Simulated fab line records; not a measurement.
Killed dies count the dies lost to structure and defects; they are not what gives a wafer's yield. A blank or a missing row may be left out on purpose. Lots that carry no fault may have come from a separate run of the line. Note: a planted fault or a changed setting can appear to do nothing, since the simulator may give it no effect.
A sampling plan put to the test ; flow n5_finfet ; one fab line, 38 faults that these records tell of, each judged on the records of the lots that it struck; 1 more is left out, because the records don't allow judging it
The line's own looks make up the plan; these are the steps of the route where a gauge or inspection reads the wafer and leaves it unchanged. A look is open to judgement when struck wafers have a number at it and the file gives its usual mean and standard deviation on fault-free wafers. Caught: at a look after the fault's first step, the mean of the struck wafers lies 4 or more of those standard deviations (sigma) from the usual mean. On the tool: the identical test, applied to the tool's own readings at the steps of the fault. It also counts as caught if the struck wafers ran another recipe or if their record alone is blank.

== THE FAULTS, as the simulator had put them in ==
1. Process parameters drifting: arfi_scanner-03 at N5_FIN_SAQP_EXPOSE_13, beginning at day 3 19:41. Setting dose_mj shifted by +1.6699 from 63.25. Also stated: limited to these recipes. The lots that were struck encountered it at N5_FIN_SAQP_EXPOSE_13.
2. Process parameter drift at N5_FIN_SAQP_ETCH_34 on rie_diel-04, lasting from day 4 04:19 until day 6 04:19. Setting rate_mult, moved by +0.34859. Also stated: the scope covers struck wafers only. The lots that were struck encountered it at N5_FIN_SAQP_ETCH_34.
3. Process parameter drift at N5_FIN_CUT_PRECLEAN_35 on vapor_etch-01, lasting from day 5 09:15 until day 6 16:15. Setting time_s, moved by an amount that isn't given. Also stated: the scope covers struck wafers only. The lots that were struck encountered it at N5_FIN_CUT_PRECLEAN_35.
4. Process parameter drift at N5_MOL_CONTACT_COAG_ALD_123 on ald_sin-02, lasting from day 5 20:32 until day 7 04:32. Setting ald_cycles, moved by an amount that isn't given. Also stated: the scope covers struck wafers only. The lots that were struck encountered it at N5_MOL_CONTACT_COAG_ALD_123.
5. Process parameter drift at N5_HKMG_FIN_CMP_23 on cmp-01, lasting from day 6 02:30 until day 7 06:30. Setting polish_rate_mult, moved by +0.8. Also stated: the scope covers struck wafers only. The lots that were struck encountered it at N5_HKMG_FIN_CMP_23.
6. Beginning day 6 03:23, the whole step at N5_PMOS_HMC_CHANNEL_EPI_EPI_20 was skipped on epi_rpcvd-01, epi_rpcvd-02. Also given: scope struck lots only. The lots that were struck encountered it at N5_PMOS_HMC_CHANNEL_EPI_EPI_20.
7. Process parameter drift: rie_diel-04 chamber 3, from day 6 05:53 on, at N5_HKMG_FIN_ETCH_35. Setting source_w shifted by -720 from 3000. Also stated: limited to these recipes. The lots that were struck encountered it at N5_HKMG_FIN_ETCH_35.
8. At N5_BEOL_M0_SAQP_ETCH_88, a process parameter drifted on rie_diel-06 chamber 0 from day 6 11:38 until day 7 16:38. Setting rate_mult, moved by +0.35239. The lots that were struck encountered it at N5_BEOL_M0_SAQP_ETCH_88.
9. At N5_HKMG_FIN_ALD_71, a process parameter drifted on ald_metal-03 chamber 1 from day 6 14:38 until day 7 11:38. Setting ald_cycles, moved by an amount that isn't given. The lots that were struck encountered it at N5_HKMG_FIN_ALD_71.
10. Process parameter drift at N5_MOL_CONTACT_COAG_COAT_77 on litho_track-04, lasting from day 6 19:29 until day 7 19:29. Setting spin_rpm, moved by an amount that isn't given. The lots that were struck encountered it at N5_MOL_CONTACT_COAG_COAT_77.
11. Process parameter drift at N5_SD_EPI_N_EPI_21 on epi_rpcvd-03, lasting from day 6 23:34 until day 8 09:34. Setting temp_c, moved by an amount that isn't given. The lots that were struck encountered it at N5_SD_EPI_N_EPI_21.
12. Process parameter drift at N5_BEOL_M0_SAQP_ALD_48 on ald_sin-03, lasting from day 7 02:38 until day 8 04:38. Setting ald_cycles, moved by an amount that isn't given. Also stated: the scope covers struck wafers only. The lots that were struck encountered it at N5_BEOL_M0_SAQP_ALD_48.
13. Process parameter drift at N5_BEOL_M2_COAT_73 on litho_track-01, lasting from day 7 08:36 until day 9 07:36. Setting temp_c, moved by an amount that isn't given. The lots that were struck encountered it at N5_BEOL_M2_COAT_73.
14. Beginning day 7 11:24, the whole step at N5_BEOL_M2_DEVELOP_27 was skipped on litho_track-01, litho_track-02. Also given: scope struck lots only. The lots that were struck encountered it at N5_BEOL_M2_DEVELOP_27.
15. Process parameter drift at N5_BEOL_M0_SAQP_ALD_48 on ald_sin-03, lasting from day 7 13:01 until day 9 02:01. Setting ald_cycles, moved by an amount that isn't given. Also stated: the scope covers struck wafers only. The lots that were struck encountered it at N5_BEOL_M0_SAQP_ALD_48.
16. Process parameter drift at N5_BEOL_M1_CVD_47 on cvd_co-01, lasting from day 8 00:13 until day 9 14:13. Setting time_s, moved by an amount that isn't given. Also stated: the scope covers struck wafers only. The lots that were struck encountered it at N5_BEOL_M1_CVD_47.
17. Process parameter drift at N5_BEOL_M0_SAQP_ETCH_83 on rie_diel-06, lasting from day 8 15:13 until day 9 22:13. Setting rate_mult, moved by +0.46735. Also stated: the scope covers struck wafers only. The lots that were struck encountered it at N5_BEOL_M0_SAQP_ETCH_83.
18. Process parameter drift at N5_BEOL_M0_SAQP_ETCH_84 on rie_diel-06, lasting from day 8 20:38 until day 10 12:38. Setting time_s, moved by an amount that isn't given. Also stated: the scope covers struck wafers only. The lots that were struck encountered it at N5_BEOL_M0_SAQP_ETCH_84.
19. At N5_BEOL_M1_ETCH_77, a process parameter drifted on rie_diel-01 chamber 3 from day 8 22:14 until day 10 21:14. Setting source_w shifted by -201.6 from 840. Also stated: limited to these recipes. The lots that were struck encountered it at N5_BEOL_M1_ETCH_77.
20. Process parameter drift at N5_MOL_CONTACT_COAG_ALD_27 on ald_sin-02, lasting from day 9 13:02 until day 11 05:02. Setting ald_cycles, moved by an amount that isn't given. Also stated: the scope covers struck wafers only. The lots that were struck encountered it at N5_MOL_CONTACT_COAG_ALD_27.
21. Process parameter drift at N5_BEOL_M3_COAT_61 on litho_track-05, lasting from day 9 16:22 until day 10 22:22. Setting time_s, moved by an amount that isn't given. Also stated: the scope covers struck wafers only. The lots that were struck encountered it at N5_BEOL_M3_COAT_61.
22. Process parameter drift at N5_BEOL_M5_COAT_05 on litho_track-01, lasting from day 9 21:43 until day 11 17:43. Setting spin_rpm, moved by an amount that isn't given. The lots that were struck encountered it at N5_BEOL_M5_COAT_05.
23. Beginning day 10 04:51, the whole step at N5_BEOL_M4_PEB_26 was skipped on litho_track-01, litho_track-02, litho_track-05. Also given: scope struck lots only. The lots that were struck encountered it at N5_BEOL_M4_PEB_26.
24. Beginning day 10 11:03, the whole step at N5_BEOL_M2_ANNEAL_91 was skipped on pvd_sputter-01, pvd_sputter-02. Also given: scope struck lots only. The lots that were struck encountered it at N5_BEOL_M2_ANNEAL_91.
25. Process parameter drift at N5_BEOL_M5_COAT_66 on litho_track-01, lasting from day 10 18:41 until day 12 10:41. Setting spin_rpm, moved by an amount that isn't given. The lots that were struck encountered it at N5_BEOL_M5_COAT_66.
26. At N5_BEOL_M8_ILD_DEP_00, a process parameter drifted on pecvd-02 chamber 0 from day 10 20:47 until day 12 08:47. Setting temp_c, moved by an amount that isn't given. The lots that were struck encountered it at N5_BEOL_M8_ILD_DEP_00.
27. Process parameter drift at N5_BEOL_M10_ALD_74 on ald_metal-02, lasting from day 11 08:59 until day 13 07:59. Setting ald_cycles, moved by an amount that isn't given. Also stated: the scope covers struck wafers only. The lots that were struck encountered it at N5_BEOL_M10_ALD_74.
28. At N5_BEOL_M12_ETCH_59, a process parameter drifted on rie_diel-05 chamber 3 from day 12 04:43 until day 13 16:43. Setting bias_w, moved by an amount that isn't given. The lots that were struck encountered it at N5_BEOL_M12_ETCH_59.
29. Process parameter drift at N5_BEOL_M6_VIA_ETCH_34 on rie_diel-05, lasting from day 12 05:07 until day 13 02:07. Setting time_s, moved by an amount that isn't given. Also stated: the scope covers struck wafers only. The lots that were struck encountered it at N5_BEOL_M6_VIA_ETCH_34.
30. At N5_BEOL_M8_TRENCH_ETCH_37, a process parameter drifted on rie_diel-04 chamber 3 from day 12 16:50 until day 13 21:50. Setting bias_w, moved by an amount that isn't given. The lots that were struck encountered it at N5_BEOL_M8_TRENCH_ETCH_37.
31. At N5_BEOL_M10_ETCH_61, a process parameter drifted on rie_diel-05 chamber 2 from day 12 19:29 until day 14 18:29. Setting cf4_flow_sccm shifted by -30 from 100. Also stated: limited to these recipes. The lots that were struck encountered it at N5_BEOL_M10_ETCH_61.
32. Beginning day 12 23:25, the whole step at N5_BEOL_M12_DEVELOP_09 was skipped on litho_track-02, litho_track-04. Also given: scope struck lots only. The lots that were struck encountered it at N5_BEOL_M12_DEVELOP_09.
33. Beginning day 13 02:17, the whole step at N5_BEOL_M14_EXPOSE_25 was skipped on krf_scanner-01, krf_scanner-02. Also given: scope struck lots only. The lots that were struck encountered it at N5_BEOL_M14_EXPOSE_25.
34. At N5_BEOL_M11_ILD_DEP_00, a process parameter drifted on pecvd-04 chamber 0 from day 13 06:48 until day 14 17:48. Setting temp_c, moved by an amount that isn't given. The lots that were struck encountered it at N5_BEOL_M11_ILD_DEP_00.
35. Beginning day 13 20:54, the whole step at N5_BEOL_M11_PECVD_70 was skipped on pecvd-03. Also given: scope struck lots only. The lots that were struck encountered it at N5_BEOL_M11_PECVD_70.
36. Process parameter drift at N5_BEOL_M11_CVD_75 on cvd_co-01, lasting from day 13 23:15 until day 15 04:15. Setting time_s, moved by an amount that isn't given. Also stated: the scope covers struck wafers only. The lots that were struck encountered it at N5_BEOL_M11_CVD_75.
37. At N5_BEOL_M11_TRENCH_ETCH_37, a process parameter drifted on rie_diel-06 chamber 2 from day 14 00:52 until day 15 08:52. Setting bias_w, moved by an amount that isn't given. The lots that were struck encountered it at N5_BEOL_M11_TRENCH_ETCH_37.
38. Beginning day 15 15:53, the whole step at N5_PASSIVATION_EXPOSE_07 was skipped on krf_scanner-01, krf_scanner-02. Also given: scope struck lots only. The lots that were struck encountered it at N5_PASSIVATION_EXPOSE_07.

== WHAT THE PLAN SAW ==
fault;on the tool itself;first look that catches it;reading, sigma;median hours from its first step to that look;hours from the fault's start to the first struck lot there;judged looks passed uncaught
1;exposure_dose_mJ_cm2 +21 sigma;none of the 2 looks that can be judged after it;-;-;-;2
2;etch_rf_on_time_s -25 sigma;not the one look that can be judged after it;-;-;-;1
3;under 2 sigma;not the one look that can be judged after it;-;-;-;1
4;under 2 sigma;not the one look that can be judged after it;-;-;-;1
5;under 2 sigma;none of the 2 looks that can be judged after it;-;-;-;2
6;the tool's record is blank for the struck wafers;no look after it can be judged;-;-;-;0
7;rf_fwd_power_W -78 sigma;not the one look that can be judged after it;strongest: IOFF_N at N5_BEOL_M4_RC_MEAS_101, +2.1;-;-;1
8;etch_rf_on_time_s -13 sigma;not the one look that can be judged after it;-;-;-;1
9;under 2 sigma;not the one look that can be judged after it;-;-;-;1
10;spin_speed_rpm -41 sigma;not the one look that can be judged after it;-;-;-;1
11;susceptor_temp_C +5.9 sigma;not the one look that can be judged after it;-;-;-;1
12;under 2 sigma;not the one look that can be judged after it;-;-;-;1
13;plate_temp_C -29 sigma;not the one look that can be judged after it;-;-;-;1
14;the tool's record is blank for the struck wafers;no look after it can be judged;-;-;-;0
15;under 2 sigma;not the one look that can be judged after it;-;-;-;1
16;only faintly: run_length_s -3.2 sigma;not the one look that can be judged after it;-;-;-;1
17;etch_rf_on_time_s -17 sigma;not the one look that can be judged after it;-;-;-;1
18;run_length_s +22 sigma;none of the 2 looks that can be judged after it;-;-;-;2
19;rf_fwd_power_W -78 sigma;not the one look that can be judged after it;-;-;-;1
20;run_length_s +99 or beyond sigma;none of the 2 looks that can be judged after it;-;-;-;2
21;run_length_s -89 sigma;not the one look that can be judged after it;-;-;-;1
22;spin_speed_rpm +62 sigma;not the one look that can be judged after it;-;-;-;1
23;the tool's record is blank for the struck wafers;no look after it can be judged;-;-;-;0
24;the tool's record is blank for the struck wafers;not the one look that can be judged after it;-;-;-;1
25;spin_speed_rpm +92 sigma;no look after it can be judged;-;-;-;0
26;susceptor_temp_C +99 or beyond sigma;N5_BEOL_M8_THK_MEAS_01;M8_ILD_THK -10;0.6;22;0
27;under 2 sigma;no look after it can be judged;-;-;-;0
28;bias_w -40 sigma;no look after it can be judged;-;-;-;0
29;run_length_s -5.9 sigma;no look after it can be judged;-;-;-;0
30;bias_w +26 sigma;no look after it can be judged;-;-;-;0
31;cf4_flow_sccm -97 sigma;no look after it can be judged;-;-;-;0
32;the tool's record is blank for the struck wafers;no look after it can be judged;-;-;-;0
33;no reading that can be judged;no look after it can be judged;-;-;-;0
34;susceptor_temp_C -19 sigma;no look after it can be judged;-;-;-;0
35;the tool's record is blank for the struck wafers;no look after it can be judged;-;-;-;0
36;run_length_s +55 sigma;no look after it can be judged;-;-;-;0
37;bias_w -53 sigma;no look after it can be judged;-;-;-;0
38;no reading that can be judged;no look after it can be judged;-;-;-;0
A dash: this means the fault isn't caught or the number doesn't appear in these records.

Caught at a look: 1 of 38. Caught on the tool: 28 of 38. By one or the other: 28 of 38.
Faults 1, 2, 6, 7, 8, 10, 11, 13, 14, 17, 18, 19, 20, 21, 22, 23, 24, 25, 28, 29, 30, 31, 32, 34, 35, 36, 37 were caught on the tool alone.
Caught by neither: faults 3, 4, 5, 9, 12, 15, 16, 27, 33, 38.

== THINNER SAMPLING ==
If the look that catches a fault measured only every second or every third lot, by lot number, the first struck lot would be measured this late in the worst case:
fault;struck lots at that look, in order of time;every lot;every second lot;every third lot
26;L771;22 h;may miss it;may miss it
The hour figures run from when the fault began to the first measured lot among those it struck. The test against the limit of 4 sigma pooled every struck wafer, which means one lot taken alone may stay below that limit. Other struck lots may not be in these records.

== THE LONGEST TIMED WAY FROM STEP TO LOOK ==
In fault 26, a median of 0.6 hours elapses between N5_BEOL_M8_ILD_DEP_00 and N5_BEOL_M8_THK_MEAS_01. No look between them can be judged.
